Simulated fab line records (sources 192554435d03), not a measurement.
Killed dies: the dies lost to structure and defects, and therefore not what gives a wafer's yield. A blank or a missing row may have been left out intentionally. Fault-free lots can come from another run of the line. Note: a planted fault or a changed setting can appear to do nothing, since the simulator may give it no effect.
Chamber matching | flow n5Finfet | aldSin-04 running N5_FIN_SAQP_ALD_61: 4 sister chambers
The step deposits SiO2, target thk 4 nm, pulse time 1 s, purge time 2 s. 4 wafers are shown with their chamber, then 9 later ones without.

## WAFERS, EACH WITH ITS CHAMBER
wafer  | chamber | heaterPowerW (W)
L082.3 | 1       | 472
L090.1 | 3       | 405
L090.3 | 0       | 534
L090.5 | 2       | 514

## WAFERS WHOSE CHAMBER IS MISSING
wafer  | heaterPowerW (W)
L094.2 | 537
L094.3 | 500
L094.5 | 509
L095.1 | 505
L095.2 | 491
L095.4 | 537
L096.4 | 502
L096.5 | 509
L096.6 | 482

## EACH ONE'S CHAMBER
wafer  | from the rows above          | in truth
L094.2 | can't be placed: 0 or 2      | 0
L094.3 | can't be placed: 2 or 1 or 0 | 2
L094.5 | can't be placed: 2 or 0      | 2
L095.1 | can't be placed: 2 or 0      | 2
L095.2 | can't be placed: 1 or 2      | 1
L095.4 | can't be placed: 0 or 2      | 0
L096.4 | can't be placed: 2 or 1 or 0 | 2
L096.5 | can't be placed: 2 or 0      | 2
L096.6 | 1                            | 1
1 of 9 placed correctly. These rows do not allow placing 8 (true chamber among the candidates in 8). Placed wrongly: 0.
How it was worked out, from the rows above alone: a wafer's distance from a chamber is the root of the sum, over the readings, of the square of ((its reading less the chamber's mean) divided by the reading's scatter). The wafer belongs to the nearest chamber; if the next one is less than 2 further off, it can't be placed. A chamber's mean is the mean of its shown wafers. The scatter: with one shown wafer a chamber, the root of the mean of the squares of how far each hidden wafer lies from its nearest shown one.
